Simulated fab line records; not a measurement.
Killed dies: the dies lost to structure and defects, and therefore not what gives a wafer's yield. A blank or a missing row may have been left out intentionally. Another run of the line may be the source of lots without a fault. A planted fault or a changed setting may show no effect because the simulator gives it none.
A sampling plan put to the test    flow nand harc    one fab line, 53 faults that these records tell of, each judged on the records of the lots that it struck; 1 more is left out, because the records don't allow judging it
The plan is the line's own looks: the steps of the route at which a gauge or an inspection reads the wafer and doesn't change it. Where struck wafers have a number at a look and the file lists that look's usual mean and standard deviation on fault-free wafers, the look can be judged. Caught: a look later than the fault's first step finds the struck wafers' mean 4 or more of those standard deviations (sigma) from the usual mean. On the tool: the fault's steps, tested the same way using the tool's own readings. Caught also covers a different recipe on the struck wafers, or a record left blank for those wafers only.

== THE FAULTS, as the simulator had put them in ==
1. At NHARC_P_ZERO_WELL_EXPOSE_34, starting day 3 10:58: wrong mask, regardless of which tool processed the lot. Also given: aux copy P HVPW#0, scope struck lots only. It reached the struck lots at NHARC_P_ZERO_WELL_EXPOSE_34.
2. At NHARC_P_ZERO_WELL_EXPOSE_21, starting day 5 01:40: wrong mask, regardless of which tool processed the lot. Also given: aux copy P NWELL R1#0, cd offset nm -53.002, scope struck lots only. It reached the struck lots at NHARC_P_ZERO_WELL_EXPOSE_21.
3. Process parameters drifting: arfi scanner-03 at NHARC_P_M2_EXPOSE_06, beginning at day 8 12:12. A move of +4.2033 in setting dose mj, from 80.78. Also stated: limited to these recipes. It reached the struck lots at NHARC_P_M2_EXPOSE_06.
4. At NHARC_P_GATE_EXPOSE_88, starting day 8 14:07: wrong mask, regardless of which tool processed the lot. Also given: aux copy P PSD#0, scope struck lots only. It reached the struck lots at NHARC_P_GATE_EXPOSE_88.
5. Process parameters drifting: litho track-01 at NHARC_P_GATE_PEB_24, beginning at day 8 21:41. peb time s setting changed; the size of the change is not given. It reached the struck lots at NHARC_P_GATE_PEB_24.
6. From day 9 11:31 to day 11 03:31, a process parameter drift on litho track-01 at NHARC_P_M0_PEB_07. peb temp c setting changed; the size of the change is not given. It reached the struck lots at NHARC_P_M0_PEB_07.
7. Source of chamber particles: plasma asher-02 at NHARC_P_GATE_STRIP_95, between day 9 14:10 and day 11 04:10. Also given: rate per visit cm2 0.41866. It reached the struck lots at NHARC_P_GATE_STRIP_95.
8. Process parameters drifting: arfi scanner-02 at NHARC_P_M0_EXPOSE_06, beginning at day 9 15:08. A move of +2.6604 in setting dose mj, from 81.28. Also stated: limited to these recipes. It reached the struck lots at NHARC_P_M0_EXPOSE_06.
9. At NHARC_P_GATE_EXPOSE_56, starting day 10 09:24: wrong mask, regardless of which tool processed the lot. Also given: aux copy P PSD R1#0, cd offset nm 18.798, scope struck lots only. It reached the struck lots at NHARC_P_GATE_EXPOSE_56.
10. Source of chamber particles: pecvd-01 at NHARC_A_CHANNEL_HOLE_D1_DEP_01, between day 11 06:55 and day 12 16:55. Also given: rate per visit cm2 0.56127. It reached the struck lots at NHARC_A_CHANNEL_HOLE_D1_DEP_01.
11. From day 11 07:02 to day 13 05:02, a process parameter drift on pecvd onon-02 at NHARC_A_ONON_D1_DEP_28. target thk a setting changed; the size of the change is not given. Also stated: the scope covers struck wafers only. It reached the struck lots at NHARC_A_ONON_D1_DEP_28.
12. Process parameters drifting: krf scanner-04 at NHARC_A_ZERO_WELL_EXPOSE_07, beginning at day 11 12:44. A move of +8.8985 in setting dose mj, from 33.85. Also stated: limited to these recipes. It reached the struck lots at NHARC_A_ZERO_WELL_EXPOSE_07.
13. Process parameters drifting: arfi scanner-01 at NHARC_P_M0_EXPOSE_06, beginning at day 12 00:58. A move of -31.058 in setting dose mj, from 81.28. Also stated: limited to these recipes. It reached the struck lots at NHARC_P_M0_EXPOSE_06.
14. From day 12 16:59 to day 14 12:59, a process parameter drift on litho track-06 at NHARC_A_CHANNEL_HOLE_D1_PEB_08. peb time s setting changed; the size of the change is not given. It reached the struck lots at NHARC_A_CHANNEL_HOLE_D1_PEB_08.
15. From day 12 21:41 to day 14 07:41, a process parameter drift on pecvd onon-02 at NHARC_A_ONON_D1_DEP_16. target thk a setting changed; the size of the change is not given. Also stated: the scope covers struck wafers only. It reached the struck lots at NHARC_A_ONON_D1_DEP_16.
16. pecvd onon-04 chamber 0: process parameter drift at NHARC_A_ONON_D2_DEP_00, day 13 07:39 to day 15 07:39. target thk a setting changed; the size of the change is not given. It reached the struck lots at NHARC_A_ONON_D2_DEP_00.
17. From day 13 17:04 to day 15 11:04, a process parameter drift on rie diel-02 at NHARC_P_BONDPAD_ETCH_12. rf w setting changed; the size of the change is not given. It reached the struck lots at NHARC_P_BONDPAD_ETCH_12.
18. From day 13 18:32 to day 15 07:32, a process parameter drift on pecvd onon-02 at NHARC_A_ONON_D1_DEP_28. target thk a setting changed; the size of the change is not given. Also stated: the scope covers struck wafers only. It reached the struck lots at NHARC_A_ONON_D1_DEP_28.
19. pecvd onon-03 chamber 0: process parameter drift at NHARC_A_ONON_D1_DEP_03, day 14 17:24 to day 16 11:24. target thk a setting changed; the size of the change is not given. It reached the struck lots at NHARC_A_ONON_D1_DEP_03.
20. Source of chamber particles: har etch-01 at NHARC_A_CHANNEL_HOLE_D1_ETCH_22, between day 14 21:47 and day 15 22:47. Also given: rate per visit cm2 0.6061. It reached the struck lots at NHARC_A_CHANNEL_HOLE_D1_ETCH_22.
21. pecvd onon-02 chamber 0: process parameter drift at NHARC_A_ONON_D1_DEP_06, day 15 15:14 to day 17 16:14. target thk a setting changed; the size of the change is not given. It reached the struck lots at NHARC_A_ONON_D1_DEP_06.
22. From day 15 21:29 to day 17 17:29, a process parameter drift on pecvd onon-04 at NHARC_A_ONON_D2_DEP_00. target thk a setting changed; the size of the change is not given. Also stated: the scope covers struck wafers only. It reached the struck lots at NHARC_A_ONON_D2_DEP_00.
23. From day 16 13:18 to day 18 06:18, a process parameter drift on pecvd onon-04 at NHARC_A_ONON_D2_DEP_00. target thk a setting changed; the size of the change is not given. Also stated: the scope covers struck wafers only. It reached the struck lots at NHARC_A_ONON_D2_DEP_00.
24. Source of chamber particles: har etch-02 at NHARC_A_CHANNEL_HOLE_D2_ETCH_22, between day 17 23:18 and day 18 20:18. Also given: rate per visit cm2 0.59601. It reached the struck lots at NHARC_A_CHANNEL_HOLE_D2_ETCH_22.
25. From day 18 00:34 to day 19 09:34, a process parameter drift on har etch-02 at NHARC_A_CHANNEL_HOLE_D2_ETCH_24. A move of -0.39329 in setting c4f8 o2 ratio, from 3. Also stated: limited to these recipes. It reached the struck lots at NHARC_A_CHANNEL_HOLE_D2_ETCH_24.
26. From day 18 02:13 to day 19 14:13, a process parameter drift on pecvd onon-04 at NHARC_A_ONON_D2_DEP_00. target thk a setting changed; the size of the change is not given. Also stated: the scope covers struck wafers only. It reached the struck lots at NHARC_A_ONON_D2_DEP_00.
27. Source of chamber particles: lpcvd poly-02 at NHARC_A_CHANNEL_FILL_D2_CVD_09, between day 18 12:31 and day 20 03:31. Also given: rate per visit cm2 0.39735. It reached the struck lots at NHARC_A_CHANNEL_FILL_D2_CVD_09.
28. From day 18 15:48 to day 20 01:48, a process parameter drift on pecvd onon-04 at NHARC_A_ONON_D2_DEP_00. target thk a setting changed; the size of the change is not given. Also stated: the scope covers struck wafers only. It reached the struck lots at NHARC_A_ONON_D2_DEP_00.
29. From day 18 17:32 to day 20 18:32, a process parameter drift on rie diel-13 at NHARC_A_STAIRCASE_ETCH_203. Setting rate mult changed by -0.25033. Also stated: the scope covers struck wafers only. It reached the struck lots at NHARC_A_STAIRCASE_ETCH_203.
30. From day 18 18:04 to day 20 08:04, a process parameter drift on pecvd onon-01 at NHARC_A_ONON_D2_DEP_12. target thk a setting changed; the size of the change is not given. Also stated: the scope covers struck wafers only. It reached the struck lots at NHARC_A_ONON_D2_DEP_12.
31. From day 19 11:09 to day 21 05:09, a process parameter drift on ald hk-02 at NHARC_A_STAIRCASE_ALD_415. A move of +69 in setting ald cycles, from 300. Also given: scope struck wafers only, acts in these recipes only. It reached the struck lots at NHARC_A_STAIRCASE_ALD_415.
32. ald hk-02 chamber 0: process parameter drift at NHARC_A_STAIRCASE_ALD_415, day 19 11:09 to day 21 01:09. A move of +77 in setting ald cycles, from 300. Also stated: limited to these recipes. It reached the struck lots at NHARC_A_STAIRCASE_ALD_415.
33. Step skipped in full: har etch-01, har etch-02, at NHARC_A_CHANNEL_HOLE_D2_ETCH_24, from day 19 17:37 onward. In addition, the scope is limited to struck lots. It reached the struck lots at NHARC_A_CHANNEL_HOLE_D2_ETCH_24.
34. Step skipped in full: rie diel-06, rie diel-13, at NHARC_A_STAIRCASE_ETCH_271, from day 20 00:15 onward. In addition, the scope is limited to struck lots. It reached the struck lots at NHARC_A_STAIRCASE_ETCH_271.
35. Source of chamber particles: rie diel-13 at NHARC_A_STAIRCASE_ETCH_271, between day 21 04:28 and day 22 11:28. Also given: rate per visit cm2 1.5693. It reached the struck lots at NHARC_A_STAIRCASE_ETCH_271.
36. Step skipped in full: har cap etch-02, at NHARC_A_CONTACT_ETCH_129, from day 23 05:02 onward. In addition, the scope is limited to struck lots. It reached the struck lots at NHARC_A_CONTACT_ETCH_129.
37. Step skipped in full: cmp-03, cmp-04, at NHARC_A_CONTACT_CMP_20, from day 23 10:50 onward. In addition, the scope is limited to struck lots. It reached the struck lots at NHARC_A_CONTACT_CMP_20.
38. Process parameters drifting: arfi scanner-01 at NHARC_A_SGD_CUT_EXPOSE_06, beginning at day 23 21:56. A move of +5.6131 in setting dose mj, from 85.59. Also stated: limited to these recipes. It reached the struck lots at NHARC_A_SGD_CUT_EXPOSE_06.
39. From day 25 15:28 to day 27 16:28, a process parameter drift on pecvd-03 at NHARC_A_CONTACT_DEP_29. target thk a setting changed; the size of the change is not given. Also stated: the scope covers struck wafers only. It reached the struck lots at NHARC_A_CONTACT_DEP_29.
40. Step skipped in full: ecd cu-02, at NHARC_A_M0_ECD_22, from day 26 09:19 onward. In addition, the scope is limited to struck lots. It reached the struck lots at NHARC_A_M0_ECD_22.
41. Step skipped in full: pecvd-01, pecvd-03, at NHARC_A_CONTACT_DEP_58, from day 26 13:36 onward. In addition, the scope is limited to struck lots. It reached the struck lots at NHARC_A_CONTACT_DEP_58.
42. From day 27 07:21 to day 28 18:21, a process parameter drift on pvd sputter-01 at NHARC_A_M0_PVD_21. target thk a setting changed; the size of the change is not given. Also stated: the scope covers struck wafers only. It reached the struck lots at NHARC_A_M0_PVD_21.
43. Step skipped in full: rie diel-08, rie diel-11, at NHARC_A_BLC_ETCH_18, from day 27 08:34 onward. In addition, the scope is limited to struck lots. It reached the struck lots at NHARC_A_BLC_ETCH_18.
44. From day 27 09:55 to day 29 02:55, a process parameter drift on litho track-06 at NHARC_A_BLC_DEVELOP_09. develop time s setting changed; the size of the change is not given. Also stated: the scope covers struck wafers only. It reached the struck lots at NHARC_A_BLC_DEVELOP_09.
45. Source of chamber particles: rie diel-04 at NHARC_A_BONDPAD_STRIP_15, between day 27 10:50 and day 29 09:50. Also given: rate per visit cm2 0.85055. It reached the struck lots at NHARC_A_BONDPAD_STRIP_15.
46. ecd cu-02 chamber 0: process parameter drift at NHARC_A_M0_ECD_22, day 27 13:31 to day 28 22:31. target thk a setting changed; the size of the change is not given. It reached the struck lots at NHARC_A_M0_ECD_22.
47. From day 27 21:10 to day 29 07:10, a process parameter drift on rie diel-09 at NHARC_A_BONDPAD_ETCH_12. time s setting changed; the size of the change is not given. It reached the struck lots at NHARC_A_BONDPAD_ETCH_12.
48. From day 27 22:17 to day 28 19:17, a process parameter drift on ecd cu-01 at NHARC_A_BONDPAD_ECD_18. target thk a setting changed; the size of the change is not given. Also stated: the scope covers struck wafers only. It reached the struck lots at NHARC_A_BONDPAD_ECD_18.
49. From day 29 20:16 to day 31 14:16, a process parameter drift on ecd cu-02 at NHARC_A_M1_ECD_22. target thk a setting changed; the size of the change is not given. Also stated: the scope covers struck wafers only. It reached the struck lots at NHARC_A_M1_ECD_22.
50. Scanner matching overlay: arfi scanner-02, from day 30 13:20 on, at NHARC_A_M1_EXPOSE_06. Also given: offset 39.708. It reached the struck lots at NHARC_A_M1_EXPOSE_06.
51. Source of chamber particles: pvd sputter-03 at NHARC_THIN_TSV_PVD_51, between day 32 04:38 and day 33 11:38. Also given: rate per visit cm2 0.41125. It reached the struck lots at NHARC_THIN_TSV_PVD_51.
52. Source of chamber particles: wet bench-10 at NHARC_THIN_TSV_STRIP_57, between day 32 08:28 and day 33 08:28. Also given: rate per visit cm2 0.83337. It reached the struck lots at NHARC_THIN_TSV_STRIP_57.
53. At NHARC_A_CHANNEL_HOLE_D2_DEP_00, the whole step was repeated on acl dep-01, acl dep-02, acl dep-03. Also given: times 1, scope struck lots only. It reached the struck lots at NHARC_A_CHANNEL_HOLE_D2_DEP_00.

== WHAT THE PLAN SAW ==
fault  on the tool itself                                first look that catches it                       reading, sigma                                                median hours from its first step to that look  hours from the fault's start to the first struck lot there  judged looks passed uncaught
1      no reading that can be judged                     NHARC_END_SORT_01                                killed at periphery +99 or beyond                             529.5                                          533                                                         0
2      no reading that can be judged                     NHARC_P_ZERO_WELL_CD_MEAS_24                     cd nm -30                                                     0.2                                            5                                                           0
3      exposure dose mJ cm2 +34 sigma                    none of the 5 looks that can be judged after it  strongest: cd nm at NHARC_P_M2_CD_MEAS_09, +2.7               -                                              -                                                           5
4      no reading that can be judged                     NHARC_END_SORT_01                                killed at periphery +99 or beyond                             459.1                                          463                                                         0
5      no reading that can be judged                     NHARC_P_GATE_CD_MEAS_26                          cd nm -10                                                     0.1                                            4                                                           0
6      plate temp C +41 sigma                            NHARC_P_M0_CD_MEAS_09                            cd nm +29                                                     0.1                                            7                                                           0
7      under 2 sigma                                     none of the 2 looks that can be judged after it  strongest: raw defect count at NHARC_P_GATE_INSPECT_68, +3.6  -                                              -                                                           2
8      exposure dose mJ cm2 +30 sigma                    not the one look that can be judged after it     strongest: cd nm at NHARC_P_M0_CD_MEAS_09, +2.9               -                                              -                                                           1
9      no reading that can be judged                     NHARC_P_GATE_CD_MEAS_59                          cd nm +11                                                     0.2                                            4                                                           0
10     under 2 sigma                                     NHARC_A_CHANNEL_HOLE_D1_INSPECT_12               raw defect count +99 or beyond                                0.8                                            11                                                          0
11     no reading that can be judged                     NHARC_A_ONON_D1_THK_MEAS_30                      thk nm +52                                                    0.4                                            14                                                          0
12     exposure dose mJ cm2 +44 sigma                    none of the 2 looks that can be judged after it  strongest: cd nm at NHARC_A_ZERO_WELL_CD_MEAS_10, +3.7        -                                              -                                                           2
13     exposure dose mJ cm2 -99 or beyond sigma          NHARC_P_M0_CD_MEAS_09                            cd nm -40                                                     0.1                                            14                                                          0
14     under 2 sigma                                     NHARC_A_CHANNEL_HOLE_D1_CD_MEAS_10               cd nm +17                                                     0.1                                            8                                                           0
15     under 2 sigma                                     NHARC_A_ONON_D1_THK_MEAS_18                      thk nm +71                                                    0.5                                            15                                                          0
16     under 2 sigma                                     NHARC_A_ONON_D2_THK_MEAS_02                      thk nm +99 or beyond                                          0.4                                            12                                                          0
17     rf fwd power W +99 or beyond sigma                not the one look that can be judged after it     -                                                             -                                              -                                                           1
18     no reading that can be judged                     not the one look that can be judged after it     strongest: thk nm at NHARC_A_ONON_D1_THK_MEAS_30, +3.8        -                                              -                                                           1
19     under 2 sigma                                     NHARC_A_ONON_D1_THK_MEAS_05                      thk nm +66                                                    0.4                                            10                                                          0
20     under 2 sigma                                     NHARC_A_CHANNEL_HOLE_D1_INSPECT_40               raw defect count +14                                          4.8                                            9                                                           0
21     under 2 sigma                                     NHARC_A_ONON_D1_THK_MEAS_08                      thk nm +57                                                    0.5                                            8                                                           0
22     no reading that can be judged                     NHARC_A_ONON_D2_THK_MEAS_02                      thk nm -64                                                    0.4                                            25                                                          0
23     under 2 sigma                                     NHARC_A_ONON_D2_THK_MEAS_02                      thk nm +84                                                    0.4                                            9                                                           0
24     under 2 sigma                                     NHARC_A_CHANNEL_HOLE_D2_INSPECT_40               raw defect count +4.1                                         4.7                                            9                                                           0
25     under 2 sigma                                     no look after it can be judged                   -                                                             -                                              -                                                           0
26     no reading that can be judged                     NHARC_A_ONON_D2_THK_MEAS_02                      thk nm -50                                                    0.5                                            11                                                          0
27     under 2 sigma                                     not the one look that can be judged after it     strongest: killed at array at NHARC_END_SORT_01, +2.8         -                                              -                                                           1
28     no reading that can be judged                     NHARC_A_ONON_D2_THK_MEAS_02                      thk nm -47                                                    0.5                                            3                                                           0
29     oes product au -12 sigma                          NHARC_END_SORT_01                                killed at array +19                                           209.5                                          220                                                         0
30     no reading that can be judged                     NHARC_A_ONON_D2_THK_MEAS_14                      thk nm -39                                                    0.5                                            3                                                           0
31     under 2 sigma                                     NHARC_END_SORT_01                                killed at array +32                                           179.9                                          177                                                         0
32     under 2 sigma                                     NHARC_END_SORT_01                                killed at array +32                                           179.2                                          177                                                         0
33     the tool's record is blank for the struck wafers  NHARC_A_CHANNEL_HOLE_D2_CD_MEAS_31               cd nm -81                                                     3.4                                            7                                                           0
34     the tool's record is blank for the struck wafers  NHARC_END_SORT_01                                killed at array +32                                           192.5                                          197                                                         0
35     under 2 sigma                                     none of the 3 looks that can be judged after it  strongest: killed at array at NHARC_END_SORT_01, +3.1         -                                              -                                                           3
36     the tool's record is blank for the struck wafers  NHARC_END_SORT_01                                killed at array +32                                           60.2                                           59                                                          0
37     the tool's record is blank for the struck wafers  NHARC_A_CONTACT_INSPECT_23                       raw defect count +15                                          0.4                                            1                                                           0
38     exposure dose mJ cm2 +14 sigma                    NHARC_A_SGD_CUT_CD_MEAS_09                       cd nm +7.7                                                    0.1                                            3                                                           0
39     under 2 sigma                                     NHARC_END_SORT_01                                killed at array +26                                           76.8                                           86                                                          0
40     the tool's record is blank for the struck wafers  NHARC_A_M0_THK_MEAS_24                           thk nm -52                                                    1.0                                            8                                                           0
41     the tool's record is blank for the struck wafers  NHARC_END_SORT_01                                killed at array +32                                           64.3                                           62                                                          0
42     under 2 sigma                                     NHARC_END_SORT_01                                killed at array +32                                           39.7                                           54                                                          0
43     the tool's record is blank for the struck wafers  NHARC_END_SORT_01                                killed at array +32                                           46.5                                           44                                                          0
44     no reading that can be judged                     not the one look that can be judged after it     strongest: cd nm at NHARC_A_BLC_CD_MEAS_10, +3.2              -                                              -                                                           1
45     under 2 sigma                                     none of the 2 looks that can be judged after it  strongest: killed at array at NHARC_END_SORT_01, +3.4         -                                              -                                                           2
46     under 2 sigma                                     no look after it can be judged                   -                                                             -                                              -                                                           0
47     run length s -23 sigma                            NHARC_END_SORT_01                                killed at array +32                                           33.2                                           31                                                          0
48     no reading that can be judged                     NHARC_END_SORT_01                                killed at array +32                                           32.2                                           30                                                          0
49     under 2 sigma                                     no look after it can be judged                   -                                                             -                                              -                                                           0
50     no reading that can be judged                     NHARC_A_M1_OVL_MEAS_10                           overlay x nm +52                                              0.2                                            4                                                           0
51     under 2 sigma                                     NHARC_END_SORT_01                                killed at other +45                                           13.2                                           25                                                          0
52     no reading that can be judged                     NHARC_THIN_TSV_INSPECT_40                        raw defect count +5.2                                         4.3                                            18                                                          0
53     under 2 sigma                                     NHARC_END_SORT_01                                killed at array +32                                           271.1                                          -                                                           0
A dash: the fault is not caught, or the number is missing from these records.

Caught at a look: 40 of 53. Caught on the tool: 16 of 53. By one or the other: 44 of 53.
On the tool alone, faults 3, 8, 12, 17 were caught.
Caught at a look alone: faults 1, 2, 4, 5, 9, 10, 11, 14, 15, 16, 19, 20, 21, 22, 23, 24, 26, 28, 30, 31, 32, 39, 42, 48, 50, 51, 52, 53.
Caught by neither: faults 7, 18, 25, 27, 35, 44, 45, 46, 49.

== THINNER SAMPLING ==
If the look that catches a fault measured only every second or every third lot, by lot number, the first struck lot would be measured this late in the worst case:
fault  struck lots at that look, in order of time  every lot  every second lot  every third lot
1      L434                                        533 h      may miss it       may miss it
2      L216                                        5 h        may miss it       may miss it
4      L458                                        463 h      may miss it       may miss it
5      L782, L783                                  4 h        18 h              may miss all 2
6      L894, L897                                  7 h        37 h              may miss all 2
9      L184                                        4 h        may miss it       may miss it
10     L497, L499                                  11 h       may miss all 2    may miss all 2
11     L509, L511, L512                            14 h       45 h              may miss all 3
13     L590, L593, L594, L596                      14 h       39 h              may miss all 4
14     L287, L290                                  8 h        25 h              may miss all 2
15     L817, L818                                  15 h       34 h              may miss all 2
16     L900, L903                                  12 h       36 h              may miss all 2
19     L827, L830                                  10 h       30 h              may miss all 2
20     L973, L974                                  9 h        19 h              may miss all 2
21     L286, L289                                  8 h        43 h              may miss all 2
22     L575, L578                                  25 h       42 h              may miss all 2
23     L293, L296                                  9 h        27 h              may miss all 2
24     L242, L243                                  9 h        15 h              may miss all 2
26     L132                                        11 h       may miss it       may miss it
28     L568, L570                                  3 h        may miss all 2    may miss all 2
29     L327, L332, L330                            220 h      250 h             may miss all 3
30     L413, L415                                  3 h        may miss all 2    may miss all 2
31     L606, L607, L610                            177 h      182 h             may miss all 3
32     L366, L367                                  177 h      182 h             may miss all 2
33     L144, L147                                  7 h        24 h              may miss all 2
34     L309, L310                                  197 h      203 h             may miss all 2
36     L760, L761                                  59 h       85 h              may miss all 2
37     L770, L771, L772                            1 h        10 h              34 h
38     L930, L933                                  3 h        30 h              may miss all 2
39     L853, L852, L855                            86 h       94 h              may miss all 3
40     L925, L926                                  8 h        12 h              may miss all 2
41     L453, L454                                  62 h       70 h              may miss all 2
42     L925, L928                                  54 h       70 h              may miss all 2
43     L718, L721                                  44 h       51 h              may miss all 2
47     L893, L894                                  31 h       39 h              may miss all 2
48     L722, L725, L723                            30 h       38 h              may miss all 3
50     L638, L639                                  4 h        12 h              may miss all 2
51     L719, L718                                  25 h       25 h              may miss all 2
52     L501, L500                                  18 h       18 h              may miss all 2
The hour figures run from when the fault began to the first measured lot among those it struck. 4 sigma limit: tested on the pooled struck wafers, so a lone lot may be under it. Other struck lots may not be in these records.

== THE LONGEST TIMED WAY FROM STEP TO LOOK ==
In fault 1, a median of 529.5 hours elapses between NHARC_P_ZERO_WELL_EXPOSE_34 and NHARC_END_SORT_01. No look between them can be judged.
